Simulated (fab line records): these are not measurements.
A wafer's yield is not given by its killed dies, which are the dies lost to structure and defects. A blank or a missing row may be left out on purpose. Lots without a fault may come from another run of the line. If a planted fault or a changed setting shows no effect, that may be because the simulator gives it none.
Matching of chambers / flow nandHarc / NHARC_A_M1_CMP_23 on cmp-03: 4 sister chambers
The step polishes, t overpolish 20 s, target thk 154.34 nm. 4 wafers are shown with their chamber, then 9 later ones without.

## WAFERS, EACH WITH ITS CHAMBER
wafer=L084.4; chamber=2; motorCurrentA (A)=12.5
wafer=L090.2; chamber=3; motorCurrentA (A)=10.1
wafer=L090.4; chamber=1; motorCurrentA (A)=12.5
wafer=L090.6; chamber=0; motorCurrentA (A)=13.9

## WAFERS WHOSE CHAMBER IS MISSING
wafer=L091.1; motorCurrentA (A)=12.4
wafer=L091.3; motorCurrentA (A)=9.8
wafer=L091.6; motorCurrentA (A)=14.1
wafer=L093.1; motorCurrentA (A)=12.1
wafer=L093.2; motorCurrentA (A)=14.2
wafer=L093.3; motorCurrentA (A)=10.4
wafer=L095.3; motorCurrentA (A)=13.7
wafer=L095.5; motorCurrentA (A)=12.0
wafer=L095.6; motorCurrentA (A)=14.0

## THE CHAMBER EACH PASSED THROUGH
wafer=L091.1; from the rows above=can't be placed: 1 or 2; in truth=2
wafer=L091.3; from the rows above=3; in truth=3
wafer=L091.6; from the rows above=0; in truth=0
wafer=L093.1; from the rows above=can't be placed: 1 or 2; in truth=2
wafer=L093.2; from the rows above=0; in truth=0
wafer=L093.3; from the rows above=3; in truth=3
wafer=L095.3; from the rows above=0; in truth=0
wafer=L095.5; from the rows above=can't be placed: 1 or 2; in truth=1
wafer=L095.6; from the rows above=0; in truth=0
6 of 9 placed correctly. From these rows, 3 cannot be placed; in 3 the true chamber is one of the candidates. Wrongly placed: 0.
How it was worked out, from the rows above alone: a wafer's distance from a chamber is the root of the sum, over the readings, of the square of ((its reading less the chamber's mean) divided by the reading's scatter). If the next closest chamber is less than 2 further off than the closest, the wafer can't be placed; otherwise it belongs to the closest. For every chamber, the mean is computed from those of its wafers that are shown. The scatter (one wafer shown for each chamber): square how far every hidden wafer sits from the nearest shown wafer, average those squares and take the square root.
